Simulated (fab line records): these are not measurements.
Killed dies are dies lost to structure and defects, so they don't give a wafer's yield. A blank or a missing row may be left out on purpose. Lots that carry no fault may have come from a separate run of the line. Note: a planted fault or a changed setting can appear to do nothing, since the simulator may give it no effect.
Matching of chambers -- flow n5-finfet -- 4 sister chambers for N5_GATE_CUT_ETCH_58 on rie-diel-02
The step etches SiNx in CH3F/O2, target depth 17 nm, time 128.6 s. 16 wafers are shown with their chamber, then 8 later ones without.

== WAFERS WITH THEIR CHAMBER ==
wafer,chamber,showerhead-plenum-p-Torr (Torr),throttle-valve-pct (%),rf-vpp-V (V)
L075.1,0,1.97,16.5,98.9
L075.2,1,1.93,16.7,98.4
L075.5,2,1.97,16.6,98.4
L079.3,2,1.97,16.7,98.9
L079.4,3,1.92,16.5,98.1
L079.6,1,1.93,16.7,98.1
L080.3,2,1.97,16.7,100.0
L080.4,2,1.97,16.7,99.1
L080.5,1,1.93,16.7,99.2
L083.3,2,1.96,16.7,99.3
L083.5,0,1.97,16.1,98.6
L083.6,1,1.92,16.7,98.8
L087.1,3,1.91,16.5,97.2
L087.2,0,1.96,16.1,98.9
L087.3,1,1.92,16.8,99.4
L088.1,2,1.96,16.3,98.5

SIGNATURES, as means of the wafers listed above
reading,chamber 0,chamber 1,chamber 2,chamber 3,scatter within a chamber
showerhead-plenum-p-Torr,1.9667,1.9260,1.9667,1.9150,0.00555
throttle-valve-pct,16.233,16.720,16.617,16.500,0.142
rf-vpp-V,98.800,98.780,99.033,97.650,0.528
Rule: for a wafer and a chamber, the distance is found by dividing, reading by reading, the gap between the wafer's reading and the chamber's mean by the reading's scatter, squaring, summing and taking the root. If the next closest chamber is less than 2 further off than the closest, the wafer can't be placed; otherwise it belongs to the closest. How the scatter is found: for the shown wafers, subtract from each reading the mean of its chamber, square and add these, divide the total by (wafers less chambers), then take the root.

== WAFERS WITHOUT THEIR CHAMBER ==
wafer,showerhead-plenum-p-Torr (Torr),throttle-valve-pct (%),rf-vpp-V (V)
L088.4,1.92,16.8,98.6
L088.6,1.96,16.2,98.5
L095.2,1.96,16.1,99.3
L095.3,1.96,16.3,98.6
L095.4,1.91,16.8,98.0
L092.4,1.91,16.8,98.1
L092.5,1.91,16.8,96.8
L092.6,1.96,16.3,98.7

== EACH ONE'S CHAMBER ==
wafer,from the rows above,in truth
L088.4,can't be placed: 1 or 3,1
L088.6,can't be placed: 0 or 2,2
L095.2,0,0
L095.3,can't be placed: 0 or 2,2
L095.4,can't be placed: 3 or 1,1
L092.4,can't be placed: 3 or 1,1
L092.5,can't be placed: 3 or 1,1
L092.6,can't be placed: 0 or 2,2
1 of 8 placed correctly. These rows do not allow placing 7 (true chamber among the candidates in 7). Placed wrongly: 0.
